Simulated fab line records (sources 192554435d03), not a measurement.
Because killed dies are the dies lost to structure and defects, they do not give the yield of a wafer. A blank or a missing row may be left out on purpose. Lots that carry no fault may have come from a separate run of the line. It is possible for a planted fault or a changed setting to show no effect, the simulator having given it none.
fab line records | flow n5-finfet
record lots=11 | wafers=33 | last-day=18
route steps=1938 shown BEOL_M13@1698 BEOL_M14@1716 PASSIVATION@1936
lots that met no fault: from a run of the same line without faults
start-h: hours from the record's first day to the start of the lot's first wafer shown | wait-h: how many hours have passed since the lot's step before this one | " unchanged from the row above | L1.1+2: several wafers, shown together as one row | - value missing, or start not given | * or withheld: withheld | < > ~ a bound
route shown NAME@n: names a module that has steps shown in the file, with the first one's number in the route | usual: mean/standard deviation taken from wafers without a fault | same: alike in all rows | chamber/n: place in a boat | sites: per-site readings | _std_site: their standard deviation | _edge_site: inner sites' mean taken away from outer sites' mean | radius-mm: for every site, how far away it sits from the centre of the wafer | mask NAME#n: copy n | behind: the most recent tool/chamber to have shaped the wafer | hold: reason for holding the lot/hours on hold/outcome of the hold | device: names the non-switching transistor (n, p or np) | end of line: tests of these same wafers at the route's end | where a step has no rows: the recipe by itself | killed: the dies lost at the first sort to structure and to defects; this is not the yield of the wafer | map: a wafer's dies, x killed, . not, _ none there
set.NAME: the setting the step ran with; set.NAME@STEP: the setting that earlier step ran with | model.NAME: the simulator's own value behind a step, which no gauge read
route steps across a sampled set of lots; one table per step, one row per wafer
services: the hour from which a tool's chamber was out of use, counted from the record's first day as start-h (under 0 if before that day), plus the number of hours and why
## steps
# step N5_BEOL_M13_OCD_MEAS_35
# usual trench-depth-nm=412/7.7
lot.wafer | tool   | chamber | start-h | wait-h | trench-depth-nm
L860.1    | ocd-02 | -       | 239.95  | 0.0    | 420
L860.5    | "      | -       | "       | "      | 415
L860.6    | "      | -       | "       | "      | 417
L861.3    | ocd-01 | -       | 247.03  | 0.0    | 411
L861.4    | "      | -       | "       | "      | 395
L861.6    | "      | -       | "       | "      | 408
L864.1    | ocd-02 | -       | 257.34  | 0.0    | 421
L864.3    | "      | -       | "       | "      | 401
L864.5    | "      | -       | "       | "      | 421
L865.2    | ocd-01 | -       | 277.24  | 0.0    | 405
L865.3    | "      | -       | "       | "      | 406
L865.6    | "      | -       | "       | "      | 405
L867.1    | ocd-02 | -       | 290.92  | 0.0    | 409
L867.3    | "      | -       | "       | "      | 407
L867.6    | "      | -       | "       | "      | 411
L868.1    | ocd-02 | -       | 315.01  | 0.0    | 425
L868.4    | "      | -       | "       | "      | 410
L868.5    | "      | -       | "       | "      | 415
L876.2    | ocd-01 | -       | 339.00  | 0.0    | 410
L876.5    | "      | -       | "       | "      | 410
L876.6    | "      | -       | "       | "      | 411
L879.3    | ocd-02 | -       | 368.29  | 0.0    | 402
L879.4    | "      | -       | "       | "      | 407
L879.6    | "      | -       | "       | "      | 402
L880.3    | ocd-01 | -       | 383.16  | 0.0    | 404
L880.4    | "      | -       | "       | "      | 407
L880.5    | "      | -       | "       | "      | 400
L883.1    | ocd-01 | -       | 394.30  | 0.0    | 405
L883.3    | "      | -       | "       | "      | 405
L883.6    | "      | -       | "       | "      | 420
L882.2    | ocd-01 | -       | 397.76  | 0.0    | 415
L882.3    | "      | -       | "       | "      | 423
L882.4    | "      | -       | "       | "      | 427
# step N5_BEOL_M13_ETCH_38
# recipe chemistry=CF4/N2 | target=SiCN | target-depth-a=675 | taper-deg=2 | time-s=71.9 | ion-energy-ev=150 | mask-material=SiO2 | pressure-mtorr=40 | source-w=430 | bias-w=70 | Ar_flow_sccm=100 | cf4-flow-sccm=60 | n2-flow-sccm=60
# usual drypump-motor-current-A=5.5/0.37 | oes-product-au=0.81/0.082 | rf-vpp-V=382.2/2 | showerhead-plenum-p-Torr=2.21/0.071 | throttle-valve-pct=15.46/0.2
lot.wafer | tool        | chamber | start-h | wait-h | drypump-motor-current-A | oes-product-au | rf-hours-counter-h | rf-vpp-V | showerhead-plenum-p-Torr | throttle-valve-pct
L860.1    | rie-diel-06 | 2       | 240.07  | -      | 6.1                     | 0.77           | 147                | 382.5    | 2.20                     | 15.46
L860.5    | "           | 3       | "       | "      | 5.2                     | 0.84           | -                  | 384.2    | 2.33                     | 15.19
L860.6    | "           | 0       | "       | "      | 5.6                     | 0.74           | -                  | 384.1    | 2.29                     | 15.53
L861.3    | rie-diel-04 | 2       | 247.49  | -      | 5.7                     | 0.71           | 186                | 378.9    | 2.11                     | 15.49
L861.4    | "           | 0       | "       | "      | 5.6                     | 0.82           | 70                 | 381.3    | 2.16                     | 15.35
L861.6    | "           | 2       | "       | "      | 5.7                     | 0.71           | -                  | 379.9    | 2.11                     | 15.49
L864.1    | rie-diel-02 | 0       | 266.14  | -      | 4.8                     | 0.98           | 4                  | 382.5    | 2.20                     | 15.40
L864.3    | "           | 3       | "       | "      | 5.7                     | 0.85           | 68                 | 384.8    | 2.31                     | 15.59
L864.5    | "           | 1       | "       | "      | 6.0                     | 0.69           | -                  | 381.1    | 2.18                     | 15.65
L865.2    | rie-diel-02 | 0       | 278.31  | -      | 4.7                     | 0.97           | 7                  | 381.8    | 2.20                     | 15.41
L865.3    | "           | 2       | "       | "      | 5.8                     | 0.89           | 41                 | 380.9    | 2.16                     | 15.06
L865.6    | "           | 2       | "       | "      | 5.8                     | 0.89           | -                  | 380.9    | 2.16                     | 15.07
L867.1    | rie-diel-06 | 0       | 291.04  | -      | 5.6                     | 0.72           | 187                | 384.3    | 2.29                     | 15.57
L867.3    | "           | 3       | "       | "      | 5.2                     | 0.82           | 67                 | 384.1    | 2.33                     | 15.22
L867.6    | "           | 2       | "       | "      | 6.1                     | 0.76           | -                  | 381.1    | 2.19                     | 15.52
L868.1    | rie-diel-06 | 0       | 316.46  | -      | 5.6                     | 0.72           | 194                | 383.0    | 2.29                     | 15.57
L868.4    | "           | 3       | "       | "      | 5.2                     | 0.81           | 74                 | 385.0    | 2.32                     | 15.24
L868.5    | "           | 1       | "       | "      | 5.4                     | 0.81           | -                  | 380.0    | 2.14                     | 15.67
L876.2    | rie-diel-02 | 2       | 343.97  | -      | 5.8                     | 0.87           | 63                 | 378.9    | 2.15                     | 15.11
L876.5    | "           | 3       | "       | "      | 5.7                     | 0.82           | -                  | 384.9    | 2.31                     | 15.66
L876.6    | "           | 2       | "       | "      | 5.8                     | 0.88           | -                  | 381.5    | 2.15                     | 15.12
L879.3    | rie-diel-06 | 2       | 369.03  | -      | 6.1                     | 0.74           | 182                | 382.3    | 2.19                     | 15.53
L879.4    | "           | 0       | "       | "      | 5.5                     | 0.71           | 208                | 382.6    | 2.28                     | 15.60
L879.6    | "           | 2       | "       | "      | 6.1                     | 0.74           | -                  | 381.9    | 2.19                     | 15.52
L880.3    | rie-diel-06 | 1       | 383.99  | -      | 5.4                     | 0.80           | 122                | 380.0    | 2.13                     | 15.72
L880.4    | "           | 0       | "       | "      | 5.6                     | 0.71           | 213                | 385.9    | 2.28                     | 15.62
L880.5    | "           | 1       | "       | "      | 5.4                     | 0.81           | -                  | 380.4    | 2.13                     | 15.70
L883.1    | rie-diel-02 | 3       | 395.43  | -      | 5.7                     | 0.79           | 107                | 383.2    | 2.30                     | 15.67
L883.3    | "           | 2       | "       | "      | 5.8                     | 0.86           | 78                 | 379.7    | 2.15                     | 15.14
L883.6    | "           | 1       | "       | "      | 6.0                     | 0.94           | -                  | 381.5    | 2.16                     | 15.22
L882.2    | rie-diel-04 | 3       | 397.91  | -      | 5.4                     | 0.96           | 6                  | 384.2    | 2.27                     | 15.33
L882.3    | "           | 0       | "       | "      | 5.6                     | 0.77           | 118                | 381.5    | 2.14                     | 15.44
L882.4    | "           | 3       | "       | "      | 5.4                     | 0.96           | -                  | 383.7    | 2.27                     | 15.33
# step N5_BEOL_M14_ILD_DEP_00
# recipe material=SiO2 | target-thk-a=11193 | temp-c=400 | precursor=TEOS/O2 | pressure-torr=6.5 | rf-w=900 | teos-flow-sccm=161.4 | gas=O2 | flow-sccm=2650 | time-s=237.4
# usual heater-power-w=533/130 | showerhead-plenum-p-Torr=8.35/0.034 | throttle-valve-pct=18.7/1.3
lot.wafer | tool     | chamber | start-h | wait-h | heater-power-w | showerhead-plenum-p-Torr | throttle-valve-pct
L860.1    | pecvd-01 | 2       | 241.81  | 0.0    | 464            | 8.36                     | 16.5
L860.5    | "        | 2       | "       | "      | 546            | 8.38                     | 16.7
L860.6    | "        | 1       | "       | "      | 472            | 8.37                     | 20.0
L861.3    | pecvd-01 | 2       | 249.39  | 0.0    | 567            | 8.36                     | 16.9
L861.4    | "        | 0       | "       | "      | 575            | 8.30                     | 17.7
L861.6    | "        | 2       | "       | "      | 442            | 8.39                     | 16.7
L864.1    | pecvd-04 | 1       | 267.74  | 0.0    | 420            | 8.36                     | 18.9
L864.3    | "        | 2       | "       | "      | 371            | 8.36                     | 16.5
L864.5    | "        | 0       | "       | "      | 500            | 8.31                     | 20.1
L865.2    | pecvd-04 | 1       | 280.43  | 0.0    | 381            | 8.37                     | 19.0
L865.3    | "        | 2       | "       | "      | 494            | 8.33                     | 16.6
L865.6    | "        | 2       | "       | "      | 366            | 8.31                     | 16.5
L867.1    | pecvd-01 | 1       | 292.69  | 0.0    | 437            | 8.38                     | 19.7
L867.3    | "        | 2       | "       | "      | 511            | 8.38                     | 16.7
L867.6    | "        | 2       | "       | "      | 554            | 8.36                     | 16.5
L868.1    | pecvd-03 | 2       | 318.64  | 0.0    | 499            | 8.32                     | 18.9
L868.4    | "        | 0       | "       | "      | 708            | 8.31                     | 19.4
L868.5    | "        | 1       | "       | "      | 618            | 8.39                     | 18.9
L876.2    | pecvd-01 | 0       | 345.68  | 0.0    | 509            | 8.31                     | 17.7
L876.5    | "        | 0       | "       | "      | 562            | 8.33                     | 17.8
L876.6    | "        | 2       | "       | "      | 566            | 8.39                     | 16.8
L879.3    | pecvd-03 | 0       | 371.36  | 0.0    | 822            | 8.33                     | 19.2
L879.4    | "        | 2       | "       | "      | 517            | 8.35                     | 19.1
L879.6    | "        | 1       | "       | "      | 628            | 8.38                     | 18.8
L880.3    | pecvd-04 | 0       | 386.34  | 0.1    | 493            | 8.31                     | 20.9
L880.4    | "        | 1       | "       | "      | 337            | 8.37                     | 19.0
L880.5    | "        | 1       | "       | "      | 416            | 8.35                     | 18.9
L883.1    | pecvd-04 | 2       | 397.73  | 0.0    | 488            | 8.33                     | 16.4
L883.3    | "        | 1       | "       | "      | 461            | 8.34                     | 18.8
L883.6    | "        | 1       | "       | "      | 339            | 8.35                     | 18.7
L882.2    | pecvd-04 | 0       | 399.75  | 0.0    | 505            | 8.29                     | 21.1
L882.3    | "        | 1       | "       | "      | 453            | 8.33                     | 18.9
L882.4    | "        | 2       | "       | "      | 370            | 8.32                     | 16.4
# step N5_BEOL_M14_OVL_MEAS_11
# recipe points-per-wafer=44
# usual V13_OVL=5/5.3
lot.wafer | tool       | chamber | start-h | wait-h | V13_OVL[nm]
L860.1    | overlay-02 | 0       | 242.34  | 0.0    | 6
L860.5    | "          | 0       | "       | "      | 8
L860.6    | "          | 0       | "       | "      | 9
L861.3    | overlay-02 | 0       | 249.92  | 0.0    | 16
L861.4    | "          | 0       | "       | "      | 7
L861.6    | "          | 0       | "       | "      | 10
L864.1    | overlay-02 | 0       | 268.39  | 0.0    | 5
L864.3    | "          | 0       | "       | "      | 9
L864.5    | "          | 0       | "       | "      | 2
L865.2    | overlay-01 | 0       | 280.96  | 0.0    | 7
L865.3    | "          | 0       | "       | "      | -3
L865.6    | "          | 0       | "       | "      | 11
L867.1    | overlay-02 | 0       | 293.22  | 0.0    | 9
L867.3    | "          | 0       | "       | "      | 4
L867.6    | "          | 0       | "       | "      | 10
L868.1    | overlay-02 | 0       | 319.16  | 0.0    | 14
L868.4    | "          | 0       | "       | "      | 3
L868.5    | "          | 0       | "       | "      | 15
L876.2    | overlay-01 | 0       | 346.33  | 0.0    | 15
L876.5    | "          | 0       | "       | "      | 2
L876.6    | "          | 0       | "       | "      | 6
L879.3    | overlay-01 | 0       | 372.01  | 0.0    | -2
L879.4    | "          | 0       | "       | "      | 4
L879.6    | "          | 0       | "       | "      | 6
L880.3    | overlay-01 | 0       | 386.86  | 0.0    | 6
L880.4    | "          | 0       | "       | "      | 2
L880.5    | "          | 0       | "       | "      | 10
L883.1    | overlay-01 | 0       | 398.26  | 0.0    | -4
L883.3    | "          | 0       | "       | "      | 0
L883.6    | "          | 0       | "       | "      | -7
L882.2    | overlay-01 | 0       | 400.40  | 0.0    | 8
L882.3    | "          | 0       | "       | "      | 4
L882.4    | "          | 0       | "       | "      | 10
# step N5_BEOL_M14_INSPECT_12
# recipe mode=adi | inspect-instrument=macro
# usual raw-defect-count=2.0/1.4
lot.wafer | tool              | chamber | start-h | wait-h | raw-defect-count
L860.1    | defect-inspect-02 | -       | 242.36  | 0.0    | 4
L860.5    | "                 | -       | "       | "      | 3
L860.6    | "                 | -       | "       | "      | 1
L861.3    | defect-inspect-01 | -       | 249.94  | 0.0    | 2
L861.4    | "                 | -       | "       | "      | 2
L861.6    | "                 | -       | "       | "      | 6
L864.1    | defect-inspect-01 | -       | 268.41  | 0.0    | 3
L864.3    | "                 | -       | "       | "      | 1
L864.5    | "                 | -       | "       | "      | 1
L865.2    | defect-inspect-02 | -       | 280.99  | 0.0    | 2
L865.3    | "                 | -       | "       | "      | 0
L865.6    | "                 | -       | "       | "      | 3
L867.1    | defect-inspect-02 | -       | 293.25  | 0.0    | 2
L867.3    | "                 | -       | "       | "      | 5
L867.6    | "                 | -       | "       | "      | 2
L868.1    | defect-inspect-02 | -       | 319.19  | 0.0    | 2
L868.4    | "                 | -       | "       | "      | 1
L868.5    | "                 | -       | "       | "      | 3
L876.2    | defect-inspect-02 | -       | 346.35  | 0.0    | 4
L876.5    | "                 | -       | "       | "      | 3
L876.6    | "                 | -       | "       | "      | >300
L879.3    | defect-inspect-02 | -       | 372.04  | 0.0    | 0
L879.4    | "                 | -       | "       | "      | 3
L879.6    | "                 | -       | "       | "      | 1
L880.3    | defect-inspect-02 | -       | 386.89  | 0.0    | 2
L880.4    | "                 | -       | "       | "      | 7
L880.5    | "                 | -       | "       | "      | 1
L883.1    | defect-inspect-01 | -       | 398.29  | 0.0    | 0
L883.3    | "                 | -       | "       | "      | 1
L883.6    | "                 | -       | "       | "      | 1
L882.2    | defect-inspect-02 | -       | 400.42  | 0.0    | 1
L882.3    | "                 | -       | "       | "      | 4
L882.4    | "                 | -       | "       | "      | 2
# step N5_PASSIVATION_PROBE_49
# usual defect-limited-yield=91.0/1.4 | killed_at_M0_to_M3=35/10 | killed_at_M4_up=14/5.5 | killed-at-contacts=13/5.6 | killed-at-front-end=41/11 | killed-at-other=4/3.4 | killed-dies=106/16 | killed-open=68/12 | killed-short=35/7.3 | sort_bin_4_leakage=0.3/2.1 | sort_bin_5_function=5.3/0.89 | sort_bin_6_memory=3.4/0.67 | sort-n-pass=1070/28 | sort-yield-pct=90.7/2.4
# same gross-dies=1180 | killed-at-back-side=0 | sort_bin_8_speed[%]=0
lot.wafer | tool      | chamber | start-h | wait-h | defect-limited-yield[%] | killed_at_M0_to_M3 | killed_at_M4_up | killed-at-contacts | killed-at-front-end | killed-at-other | killed-dies | killed-open | killed-short | sort_bin_4_leakage[%] | sort_bin_5_function[%] | sort_bin_6_memory[%] | sort-n-pass | sort-yield-pct[%]
L876.2    | prober-02 | -       | 380.61  | 0.1    | 87.3                    | 54                 | 15              | 24                 | 51                  | 6               | 150         | 93          | 52           | 0                     | 7.5                    | 4.6                  | 1030        | 87.3
L876.5    | prober-02 | -       | 380.76  | 0.2    | 89.8                    | 56                 | 13              | 16                 | 31                  | 4               | 120         | 74          | 39           | 0                     | 5.8                    | 3.5                  | 1060        | 89.8
L876.6    | prober-02 | -       | 380.81  | 0.3    | 82.2                    | 36                 | 120             | 17                 | 34                  | 3               | 210         | 68          | 36           | 0                     | 11.2                   | 5.1                  | 970         | 82.2
# killed by level:class
L876.2 BEOL_M0_SAQP:geometric-particle:short=19 MOL_CONTACT_COAG:geometric-particle:open=18 BEOL_M0_SAQP:geometric-particle:open=16 FIN_SAQP:geometric-particle:open=14 BEOL_M2:geometric-particle:open=13 FIN_SAQP:geometric-particle:short=9 BEOL_M4:geometric-particle:open=8 MOL_CONTACT_COAG:geometric-particle:short=6
L876.5 BEOL_M0_SAQP:geometric-particle:short=20 MOL_CONTACT_COAG:geometric-particle:open=14 BEOL_M0_SAQP:geometric-particle:open=13 BEOL_M4:geometric-particle:open=7 BEOL_M1:geometric-particle:open=7 BEOL_M2:geometric-particle:open=7 DUMMY_GATE:geometric-particle:open=5 HKMG_FIN:area-etch=5
L876.6 BEOL_M14:unspecified=101 MOL_CONTACT_COAG:geometric-particle:open=15 BEOL_M0_SAQP:geometric-particle:open=11 FIN_SAQP:geometric-particle:short=8 BEOL_M0_SAQP:geometric-particle:short=8 BEOL_M2:geometric-particle:open=8 STI_FIN_REVEAL:geometric-particle:open=6 BEOL_M4:geometric-particle:open=6
## services
tool        | chamber | start-h | hours | kind
rie-diel-04 | 0       | 222.79  | 11.3  | repair
rie-diel-04 | 2       | 228.08  | 2.4   | repair
rie-diel-02 | 0       | 234.65  | -     | clean
rie-diel-02 | 0       | 234.65  | -     | consumable-replace:focus-ring
rie-diel-02 | 0       | 234.65  | 19.3  | scheduled-down
rie-diel-02 | 0       | 234.65  | 19.3  | vent-cycle
pecvd-03    | 2       | 237.88  | 5.4   | repair
pecvd-01    | 0       | 239.22  | 2.1   | scheduled-down
pecvd-03    | 2       | 245.09  | 5.5   | scheduled-down
rie-diel-04 | 1       | 249.86  | -     | clean
rie-diel-04 | 1       | 249.86  | -     | consumable-replace:focus-ring
rie-diel-04 | 1       | 249.86  | 12.2  | scheduled-down
pecvd-01    | 1       | 260.84  | 2.1   | scheduled-down
rie-diel-06 | 2       | 299.45  | 8.1   | repair
pecvd-04    | 1       | 302.38  | 10.1  | repair
pecvd-03    | 2       | 309.52  | 7.6   | repair
pecvd-01    | 1       | 319.44  | 7.1   | repair
rie-diel-06 | 0       | 337.05  | 4.8   | repair
rie-diel-02 | 1       | 338.56  | -     | clean
rie-diel-02 | 1       | 338.56  | -     | consumable-replace:focus-ring
rie-diel-02 | 1       | 338.56  | 16.8  | scheduled-down
rie-diel-02 | 1       | 338.56  | 16.8  | vent-cycle
pecvd-04    | 2       | 372.63  | 16.5  | scheduled-down
rie-diel-04 | 2       | 388.56  | 11.7  | repair
## key
first-sign step=N5_BEOL_M14_INSPECT_12 | reading=raw-defect-count | direction=up | sigmas=99+ | usual=2.0 | struck=>300
effect step=N5_PASSIVATION_PROBE_49 | reading=killed_at_M4_up | direction=up | sigmas=19 | usual=14 | struck=120
more-kills-born-at N5_BEOL_M14_ILD_DEP_00@pecvd-01=101
met-at N5_BEOL_M14_ILD_DEP_00
struck-lots L876
struck-wafers L876.6
not-acting-at N5_BEOL_M13_OCD_MEAS_35,N5_BEOL_M13_ETCH_38,N5_BEOL_M14_OVL_MEAS_11
onset-between 292.69 345.68
fault kind=chamber-particle-source | tool=pecvd-01 | chamber=2 | onset-h=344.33 | steps=N5_BEOL_M14_ILD_DEP_00 | rate-per-visit-cm2=0.60597 | end-h=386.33
